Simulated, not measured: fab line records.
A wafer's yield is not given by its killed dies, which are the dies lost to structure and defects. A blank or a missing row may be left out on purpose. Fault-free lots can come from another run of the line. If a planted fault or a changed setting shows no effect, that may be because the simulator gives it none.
fab line records | flow nand-harc | part 1 of 2: steps 1 to 26 of 38
record: lots: 5 wafers: 15 last-day: 24
route steps=1159 shown A_STAIRCASE@710 A_SGD_CUT@747
lots that met no fault: taken from a fault-free run of the same line
start-h: hours from the record's first day to the start of the lot's first wafer shown | wait-h: hours elapsed since this lot's preceding step | " the same as in the row above | L1.1+2: several wafers, shown together as one row | - either no value or no given start | * or withheld: withheld | < > ~ a bound
route shown NAME@n: names a module that has steps shown in the file, with the first one's number in the route | usual: average and standard deviation across the fault-free wafers | same: alike in all rows | chamber/n: place in a boat | sites: per-site readings | _std_site: their standard deviation | _edge_site: mean of outer sites minus mean of inner sites | radius-mm: how far each site lies from the wafer's centre | mask NAME#n: copy n | behind: the last tool/chamber to shape the wafer | hold: the reason the lot was held/the length of the hold in hours/how it ended | device: transistor that didn't switch, given as n, p or np | end of line: tests of these same wafers at the route's end | step lacking rows: just its recipe | killed: count of dies lost to structure and defects at first sort (not the wafer's yield) | map: dies across one wafer; x = killed, . = not, _ = none there
set.NAME: the run value of the setting; set.NAME@STEP: its run value at that earlier step | model.NAME: the simulator's own value behind a step, which no gauge read
a table for each step, a row for each wafer; lots at some steps of the route
services: when a tool's chamber went out of use (start-h, in hours from the record's first day, below 0 if earlier), for how many hours, and the reason
== steps ==
step: NHARC_A_STAIRCASE_DEP_322
recipe: target-thk-a: 38000 temp-c: 400 target-thk-nm: 3800 teos-flow-sccm: 200 rf-w: 500 material: SiO2
usual: heater-power-w: 658/110
columns lot.wafer tool chamber start-h wait-h heater-power-w
L081.3 pecvd-02 0 316.10 0.1 820
L081.6 " 0 " " 673
L081.5 " 1 " " 600
L080.3 pecvd-01 1 319.65 0.1 594
L080.1 " 0 " " 836
L080.5 " 2 " " 462
L082.2 pecvd-01 2 336.37 0.5 469
L082.6 " 0 " " 721
L082.4 " 1 " " 503
L086.2 pecvd-01 0 359.74 0.2 792
L086.3 " 1 " " 511
L086.5 " 0 " " 725
L095.2 pecvd-03 1 426.49 0.1 785
L095.5 " 2 " " 594
L095.4 " 0 " " 659
step: NHARC_A_STAIRCASE_ANNEAL_323
recipe: temp-c: 750 time-s: 1800
usual: tube-center-temp-C: 750/0.074
columns lot.wafer tool chamber start-h wait-h tube-center-temp-C
L080.1 furnace-08 0 322.15 - 750.04
L080.3 " 0 " " 749.92
L080.5 " 0 " " 750.03
L081.3 furnace-08 0 322.15 - 750.04
L081.5 " 0 " " 750
L081.6 " 0 " " 750.14
L082.2 furnace-08 0 340.18 - 749.97
L082.4 " 0 " " 750.01
L082.6 " 0 " " 749.95
L086.2 furnace-02 0 361.83 - 749.9
L086.3 " 0 " " 749.96
L086.5 " 0 " " 749.9
L095.2 furnace-08 0 430.18 - 750.14
L095.4 " 0 " " 749.96
L095.5 " 0 " " 750.1
step: NHARC_A_STAIRCASE_DEP_325
recipe: target-thk-a: 38000 temp-c: 400 target-thk-nm: 3800 teos-flow-sccm: 200 rf-w: 500 material: SiO2
usual: heater-power-w: 663/100
columns lot.wafer tool chamber start-h wait-h heater-power-w
L081.3 pecvd-02 1 325.61 0.2 741
L081.6 " 0 " " 672
L081.5 " 1 " " 608
L080.1 pecvd-03 2 325.75 0.3 609
L080.3 " 1 " " 811
L080.5 " 2 " " 582
L082.2 pecvd-03 0 343.66 0.2 729
L082.4 " 2 " " 588
L082.6 " 0 " " 642
L086.2 pecvd-01 1 365.30 0.2 539
L086.3 " 2 " " 579
L086.5 " 2 " " 451
L095.2 pecvd-02 2 433.61 0.1 859
L095.5 " 2 " " 745
L095.4 " 0 " " 662
step: NHARC_A_STAIRCASE_ANNEAL_326
recipe: temp-c: 750 time-s: 1800
usual: tube-center-temp-C: 750.00/0.077
columns lot.wafer tool chamber start-h wait-h tube-center-temp-C
L080.1 furnace-08 0 329.21 - 749.99
L080.3 " 0 " " 750.05
L080.5 " 0 " " 749.97
L081.3 furnace-08 0 329.21 - 750.06
L081.5 " 0 " " 750.08
L081.6 " 0 " " 749.98
L082.2 furnace-02 0 348.04 - 749.87
L082.4 " 0 " " 749.99
L082.6 " 0 " " 750.00
L086.2 furnace-08 0 368.89 - 750.00
L086.3 " 0 " " 749.94
L086.5 " 0 " " 749.91
L095.2 furnace-04 0 438.09 - 750.08
L095.4 " 0 " " 750.00
L095.5 " 0 " " 749.83
step: NHARC_A_STAIRCASE_DEHYDRATE_433
recipe: temp-c: 150 time-s: 120
usual: heater-power-total-W: 182.3/1.2
columns lot.wafer tool chamber start-h wait-h heater-power-total-W
L081.3 litho-track-05 0 332.61 0.1 182.1
L081.5 " 0 " " 182.7
L081.6 " 0 " " 180.5
L080.1 litho-track-05 0 332.62 0.1 182.6
L080.3 " 0 " " 183.0
L080.5 " 0 " " 182.7
L082.2 litho-track-03 0 351.39 0.1 182.0
L082.4 " 0 " " 184.1
L082.6 " 0 " " 183.3
L086.2 litho-track-02 0 372.22 0.1 183.7
L086.3 " 0 " " 181.6
L086.5 " 0 " " 182.1
L095.2 litho-track-02 0 441.48 0.1 183.2
L095.4 " 0 " " 182.4
L095.5 " 0 " " 182.6
step: NHARC_A_STAIRCASE_HMDS_434
recipe: time-s: 30
columns lot.wafer tool chamber start-h wait-h
L081.3+5+6 litho-track-05 0 - -
L080.1+3+5 litho-track-05 0 - -
L082.2+4+6 litho-track-03 0 - -
L086.2+3+5 litho-track-02 0 - -
L095.2+4+5 litho-track-02 0 - -
step: NHARC_A_STAIRCASE_COAT_435
recipe: spin-rpm: 1200
columns lot.wafer tool chamber start-h wait-h
L081.3+5+6 litho-track-05 0 - -
L080.1+3+5 litho-track-05 0 - -
L082.2+4+6 litho-track-03 0 - -
L086.2+3+5 litho-track-02 0 - -
L095.2+4+5 litho-track-02 0 - -
step: NHARC_A_STAIRCASE_SOFTBAKE_436
recipe: temp-c: 135 time-s: 170
usual: heater-power-total-W: 134.5/1
columns lot.wafer tool chamber start-h wait-h heater-power-total-W
L081.3 litho-track-05 0 - - 133.3
L081.5 " 0 " " 134.3
L081.6 " 0 " " 133.2
L080.1 litho-track-05 0 - - 135.4
L080.3 " 0 " " 135.0
L080.5 " 0 " " 136.3
L082.2 litho-track-03 0 - - 135.0
L082.4 " 0 " " 133.4
L082.6 " 0 " " 135.8
L086.2 litho-track-02 0 - - 133.6
L086.3 " 0 " " 135.1
L086.5 " 0 " " 136.1
L095.2 litho-track-02 0 - - 135.5
L095.4 " 0 " " 134.6
L095.5 " 0 " " 133.3
step: NHARC_A_STAIRCASE_EBR_437
columns lot.wafer tool chamber start-h wait-h
L081.3+5+6 litho-track-05 0 - -
L080.1+3+5 litho-track-05 0 - -
L082.2+4+6 litho-track-03 0 - -
L086.2+3+5 litho-track-02 0 - -
L095.2+4+5 litho-track-02 0 - -
step: NHARC_A_STAIRCASE_EXPOSE_438
recipe: na: 0.5 dose-mj: 28.97 mask-id: STAIR_REV
columns lot.wafer tool chamber start-h wait-h mask
L081.3+5+6 krf-scanner-03 0 332.96 - STAIR_REV#0
L080.1+3+5 krf-scanner-01 0 333.26 - STAIR_REV#0
L082.2+4+6 krf-scanner-01 0 351.88 - STAIR_REV#0
L086.2+3+5 krf-scanner-03 0 372.56 - STAIR_REV#0
L095.2+4+5 krf-scanner-03 0 441.97 - STAIR_REV#0
step: NHARC_A_STAIRCASE_PEB_439
recipe: peb-temp-c: 115 peb-time-s: 130
usual: heater-power-total-W: 123.86/0.19
columns lot.wafer tool chamber start-h wait-h heater-power-total-W
L081.3 litho-track-05 0 333.01 0.1 124.10
L081.5 " 0 " " 123.94
L081.6 " 0 " " 124.04
L080.1 litho-track-03 0 333.33 0.1 123.66
L080.3 " 0 " " 123.93
L080.5 " 0 " " 123.99
L082.2 litho-track-02 0 351.94 0.1 124.13
L082.4 " 0 " " 124.07
L082.6 " 0 " " 123.36
L086.2 litho-track-02 0 372.62 0.1 123.58
L086.3 " 0 " " 123.94
L086.5 " 0 " " 124.01
L095.2 litho-track-05 0 442.03 0.1 123.90
L095.4 " 0 " " 124.07
L095.5 " 0 " " 124.08
step: NHARC_A_STAIRCASE_DEVELOP_440
recipe: time-s: 140
columns lot.wafer tool chamber start-h wait-h
L081.3+5+6 litho-track-05 0 - -
L080.1+3+5 litho-track-03 0 - -
L082.2+4+6 litho-track-02 0 - -
L086.2+3+5 litho-track-02 0 - -
L095.2+4+5 litho-track-05 0 - -
step: NHARC_A_STAIRCASE_HARDBAKE_442
recipe: temp-c: 120 time-s: 140
usual: heater-power-total-W: 127.33/0.23
columns lot.wafer tool chamber start-h wait-h heater-power-total-W
L081.3 litho-track-03 0 333.24 - 127.30
L081.5 " 0 " " 127.23
L081.6 " 0 " " 127.46
L080.1 litho-track-03 0 333.55 - 127.49
L080.3 " 0 " " 127.17
L080.5 " 0 " " 126.88
L082.2 litho-track-02 0 352.17 - 127.72
L082.4 " 0 " " 127.56
L082.6 " 0 " " 127.87
L086.2 litho-track-03 0 372.85 - 127.30
L086.3 " 0 " " 127.37
L086.5 " 0 " " 127.19
L095.2 litho-track-05 0 442.25 - 127.47
L095.4 " 0 " " 127.55
L095.5 " 0 " " 127.60
step: NHARC_A_STAIRCASE_DESCUM_443
recipe: time-s: 3 o2-flow-sccm: 200 ar-flow-sccm: 0 bias-power-w: 0 chemistry: O2
usual: drypump-motor-current-A: 5.9/0.48 oes-product-au: 0.998/0.016 rf-vpp-V: 57.8/0.96 showerhead-plenum-p-Torr: 1.92/0.11 throttle-valve-pct: 11.311/0.0094
columns lot.wafer tool chamber start-h wait-h drypump-motor-current-A oes-product-au rf-hours-counter-h rf-vpp-V showerhead-plenum-p-Torr throttle-valve-pct
L081.3 rie-diel-05 3 333.35 - 6.5 1.009 58 58.3 1.77 11.311
L081.5 " 1 " " 5.7 1.007 - 57.6 1.88 11.301
L081.6 " 2 " " 6.1 0.982 - 55.8 1.82 11.303
L080.3 rie-diel-12 2 334.25 - 5.3 0.983 38 57.8 1.81 11.302
L080.1 " 3 " " 5.6 1.007 38 57.8 1.97 11.313
L080.5 " 2 " " 5.3 1.002 - 58.4 1.81 11.303
L082.4 rie-diel-12 0 352.26 - 6.1 0.964 47 58.7 1.99 11.289
L082.2 " 1 " " 5.9 0.983 47 57.6 2.06 11.322
L082.6 " 0 " " 6.1 0.970 - 57.4 1.98 11.313
L086.2 rie-diel-12 2 372.95 - 5.3 0.980 56 59.1 1.80 11.305
L086.3 " 1 " " 5.9 0.996 55 58.1 2.06 11.312
L086.5 " 2 " " 5.3 0.991 - 57.5 1.80 11.310
L095.4 rie-diel-11 3 442.35 - 6.6 1.021 23 56.0 1.78 11.317
L095.2 " 1 " " 5.6 1.023 21 57.4 2.03 11.317
L095.5 " 3 " " 6.6 1.009 - 58.4 1.78 11.322
step: NHARC_A_STAIRCASE_ETCH_444
recipe: target-depth-a: 1.02e+05 time-s: 3400 c4f8-flow-sccm: 20 o2-flow-sccm: 10 ar-flow-sccm: withheld rf-w: 600 bias-w: 1000 chemistry: C4F8/O2
usual: oes-product-au: 0.929/0.018 rf-vpp-V: 807/6.2
columns lot.wafer tool chamber start-h wait-h oes-product-au rf-hours-counter-h rf-vpp-V
L081.3 rie-diel-05 1 333.71 0.3 0.930 61 805
L081.5 " 0 " " 0.923 - 806
L081.6 " 1 " " 0.931 - 806
L080.3 rie-diel-12 1 334.72 0.5 0.917 38 815
L080.1 " 2 " " 0.925 38 801
L080.5 " 0 " " 0.915 - 811
L082.4 rie-diel-12 2 352.35 0.1 0.914 47 799
L082.2 " 1 " " 0.920 48 814
L082.6 " 2 " " 0.916 - 800
L086.3 rie-diel-12 1 373.31 0.3 0.912 55 814
L086.2 " 2 " " 0.907 57 801
L086.5 " 1 " " 0.922 - 814
L095.2 rie-diel-11 1 442.50 0.1 0.956 22 813
L095.4 " 3 " " 0.945 24 798
L095.5 " 1 " " 0.952 - 812
step: NHARC_A_STAIRCASE_STRIP_446
recipe: power-w: 1500 temp-c: 250 chemistry: O2
usual: drypump-motor-current-A: 6.2/0.32 heater-power-w: 317/37
columns lot.wafer tool chamber start-h wait-h drypump-motor-current-A heater-power-w rf-hours-counter-h
L081.3 plasma-asher-02 0 335.88 0.2 5.7 273 -
L081.5 " 1 " " 6.1 291 -
L081.6 " 0 " " 5.7 268 -
L080.1 plasma-asher-01 1 336.80 0.1 6.5 319 16
L080.3 " 1 " " 6.5 312 -
L080.5 " 1 " " 6.5 315 -
L082.2 plasma-asher-02 1 354.65 0.1 6.0 283 53
L082.4 " 1 " " 6.1 289 -
L082.6 " 1 " " 6.1 291 -
L086.2 plasma-asher-02 0 375.37 0.0 5.7 269 2
L086.3 " 0 " " 5.7 270 -
L086.5 " 1 " " 6.1 295 -
L095.2 plasma-asher-01 1 444.81 0.1 6.5 313 52
L095.4 " 1 " " 6.5 312 -
L095.5 " 1 " " 6.5 315 -
step: NHARC_A_STAIRCASE_STRIP_447
recipe: time-s: 900 temp-c: 130 chemistry: SPM
columns lot.wafer tool chamber start-h wait-h
L081.3+6+5 wet-bench-06 3,4,0 336.09 0.2
L080.1+3+5 wet-bench-04 3,5,0 337.16 0.3
L082.6+4+2 wet-bench-09 0,2,4 354.96 0.1
L086.2+5+3 wet-bench-06 4,5,6 375.74 0.3
L095.5+4+2 wet-bench-06 1,3,4 445.17 0.1
step: NHARC_A_STAIRCASE_PRECLEAN_448
recipe: time-s: * temp-c: 50 bath-age-min: 0 chemistry: SC1
columns lot.wafer tool chamber start-h wait-h
L081.3+6+5 wet-bench-06 3,4,0 - -
L080.1+3+5 wet-bench-04 3,5,0 - -
L082.6+4+2 wet-bench-09 0,2,4 - -
L086.2+5+3 wet-bench-06 4,5,6 - -
L095.5+4+2 wet-bench-06 1,3,4 - -
step: NHARC_A_STAIRCASE_SRD_449
columns lot.wafer tool chamber start-h wait-h
L081.3+6+5 wet-bench-06 3,4,0 - -
L080.1+3+5 wet-bench-04 3,5,0 - -
L082.6+4+2 wet-bench-09 0,2,4 - -
L086.2+5+3 wet-bench-06 4,5,6 - -
L095.5+4+2 wet-bench-06 1,3,4 - -
step: NHARC_A_STAIRCASE_CMP_450
recipe: target-thk-nm: 200 material: SiO2
usual: motor-current-A: 11.5/1.1 slurry-filter-dp-kPa: 13.49/0.14 slurry-flow-ml-min: 150.0/0.46
columns lot.wafer tool chamber start-h wait-h motor-current-A slurry-filter-dp-kPa slurry-flow-ml-min
L081.3 cmp-01 3 336.65 - 11.3 13.52 148.8
L081.5 " 1 " " 10.9 13.40 150.7
L081.6 " 2 " " 12.8 13.47 151.0
L080.1 cmp-01 1 337.62 - 11.1 13.34 150.0
L080.3 " 0 " " 13.2 13.42 149.1
L080.5 " 2 " " 12.4 13.39 149.8
L082.2 cmp-01 2 355.42 - 13.4 13.39 150.4
L082.4 " 0 " " 12.8 13.72 149.9
L082.6 " 2 " " 12.8 13.22 149.9
L086.3 cmp-03 0 376.17 - 10.5 13.30 150.6
L086.2 " 1 " " 11.5 13.37 150.0
L086.5 " 1 " " 11.9 13.48 150.0
L095.2 cmp-01 3 445.63 - 10.8 13.86 149.9
L095.4 " 0 " " 13.4 13.39 150.7
L095.5 " 2 " " 12.1 13.52 150.3
step: NHARC_A_STAIRCASE_CMP_152
usual: motor-current-A: 11.6/1.1 slurry-filter-dp-kPa: 13.50/0.14 slurry-flow-ml-min: 149.9/0.45
columns lot.wafer tool chamber start-h wait-h motor-current-A slurry-filter-dp-kPa slurry-flow-ml-min
L081.3 cmp-01 3 336.73 0.1 10.3 13.68 149.4
L081.5 " 1 " " 10.9 13.66 150.1
L081.6 " 2 " " 11.9 13.75 149.1
L080.1 cmp-01 1 337.69 0.1 11.1 13.53 149.3
L080.3 " 0 " " 13.8 13.54 150.3
L080.5 " 2 " " 13.2 13.42 149.7
L082.2 cmp-01 2 355.49 0.1 12.4 13.55 150.4
L082.4 " 0 " " 12.8 13.61 149.3
L082.6 " 2 " " 12.7 13.51 149.9
L086.3 cmp-03 0 376.25 0.1 10.7 13.53 149.9
L086.2 " 1 " " 11.8 13.20 148.9
L086.5 " 1 " " 11.6 13.45 150.1
L095.2 cmp-01 3 445.71 0.1 11.2 13.67 149.7
L095.4 " 0 " " 14.0 13.16 149.8
L095.5 " 2 " " 12.7 13.51 149.8
step: NHARC_A_STAIRCASE_SRD_154
columns lot.wafer tool chamber start-h wait-h
L081.5+6+3 wet-bench-04 1,2,5 336.99 0.0
L080.5+3+1 wet-bench-04 4,5,0 337.98 0.0
L082.6+2+4 wet-bench-06 6,0,1 355.77 0.0
L086.2+5+3 wet-bench-09 6,0,2 376.53 0.0
L095.5+2+4 wet-bench-09 5,6,7 445.99 0.0
step: NHARC_A_STAIRCASE_ETCH_403
recipe: target-depth-a: 1082 chemistry: dHF material: SiO2
columns lot.wafer tool chamber start-h wait-h
L081.5+6+3 wet-bench-04 1,2,5 337.01 0.0
L080.5+3+1 wet-bench-04 4,5,0 338.01 0.0
L082.6+2+4 wet-bench-06 6,0,1 355.80 0.0
L086.2+5+3 wet-bench-09 6,0,2 376.56 0.0
L095.5+2+4 wet-bench-09 5,6,7 446.01 0.0
step: NHARC_A_STAIRCASE_ETCHBACK_422
recipe: target-depth-a: 400 over-etch-frac: 0.3 time-s: 74.286 ion-energy-ev: 120 ch3f-flow-sccm: 50 o2-flow-sccm: 30 ar-flow-sccm: 200 rf-w: 500 bias-w: 100 chemistry: CH3F/O2
usual: drypump-motor-current-A: 5.8/0.51 oes-product-au: 0.96/0.04 rf-vpp-V: 244.2/1.9 showerhead-plenum-p-Torr: 2.46/0.13 throttle-valve-pct: 20.664/0.011
columns lot.wafer tool chamber start-h wait-h drypump-motor-current-A oes-product-au rf-hours-counter-h rf-vpp-V showerhead-plenum-p-Torr throttle-valve-pct
L081.3 rie-diel-05 1 337.20 0.2 5.7 1.00 64 243.5 2.42 20.666
L081.5 " 2 " " 6.1 0.98 - 243.2 2.34 20.660
L081.6 " 3 " " 6.5 1.00 - 242.4 2.29 20.664
L080.3 rie-diel-05 0 338.16 0.1 4.7 0.91 60 243.4 2.42 20.651
L080.1 " 1 " " 5.7 0.93 64 242.1 2.42 20.675
L080.5 " 1 " " 5.7 0.92 - 243.5 2.42 20.670
L082.4 rie-diel-11 3 356.01 0.2 6.7 0.93 64 242.1 2.30 20.661
L082.2 " 0 " " 5.8 0.93 59 241.6 2.33 20.662
L082.6 " 0 " " 5.8 0.93 - 243.5 2.33 20.672
L086.2 rie-diel-05 1 376.71 0.1 5.7 0.97 10 242.8 2.41 20.659
L086.3 " 2 " " 6.1 0.93 10 241.9 2.33 20.670
L086.5 " 2 " " 6.1 0.93 - 243.3 2.33 20.679
L095.2 rie-diel-05 3 446.15 0.1 6.5 0.94 40 247.0 2.64 20.674
L095.4 " 0 " " 4.7 0.93 35 244.8 2.41 20.650
L095.5 " 0 " " 4.7 0.94 - 244.7 2.41 20.668
step: NHARC_A_STAIRCASE_ETCH_423
recipe: target-depth-a: 300 chemistry: dHF material: SiO2
columns lot.wafer tool chamber start-h wait-h
L081.5+3+6 wet-bench-09 0,3,5 337.33 0.1
L080.5+3+1 wet-bench-04 0,3,5 338.32 0.1
L082.4+6+2 wet-bench-09 6,1,3 356.17 0.2
L086.2+3+5 wet-bench-09 3,5,7 376.87 0.1
L095.4+2+5 wet-bench-06 5,7,1 446.33 0.1
step: NHARC_A_STAIRCASE_ETCHBACK_157
recipe: target-depth-a: 900 over-etch-frac: 0.3 time-s: 167.14 ion-energy-ev: 120 ch3f-flow-sccm: 50 o2-flow-sccm: 30 ar-flow-sccm: 200 rf-w: 500 bias-w: 100 chemistry: CH3F/O2
usual: drypump-motor-current-A: 5.8/0.53 oes-product-au: 0.97/0.036 rf-vpp-V: 244.2/2 showerhead-plenum-p-Torr: 2.45/0.13 throttle-valve-pct: 20.664/0.0086
columns lot.wafer tool chamber start-h wait-h drypump-motor-current-A oes-product-au rf-hours-counter-h rf-vpp-V showerhead-plenum-p-Torr throttle-valve-pct
L081.3 rie-diel-11 1 337.56 0.2 5.7 0.95 58 245.9 2.62 20.671
L081.5 " 3 " " 6.7 0.94 - 240.9 2.30 20.672
L081.6 " 0 " " 5.8 0.93 - 243.9 2.33 20.655
L080.1 rie-diel-05 1 338.52 0.1 5.7 0.95 64 244.0 2.42 20.662
L080.3 " 3 " " 6.5 0.95 61 241.7 2.28 20.672
L080.5 " 1 " " 5.7 0.94 - 244.5 2.42 20.653
L082.2 rie-diel-05 1 356.36 0.1 5.7 1.02 2 242.5 2.41 20.662
L082.4 " 0 " " 4.7 1.02 2 243.0 2.42 20.667
L082.6 " 2 " " 6.2 0.97 - 241.4 2.34 20.674
L086.3 rie-diel-05 3 377.10 0.2 6.5 0.98 10 247.7 2.66 20.644
L086.2 " 0 " " 4.7 0.99 7 243.3 2.42 20.653
L086.5 " 1 " " 5.7 0.99 - 244.9 2.41 20.668
L095.4 rie-diel-05 2 446.53 0.2 6.1 0.96 39 241.9 2.32 20.665
L095.2 " 0 " " 4.8 0.99 35 244.4 2.41 20.677
L095.5 " 1 " " 5.7 1.00 - 242.0 2.40 20.668
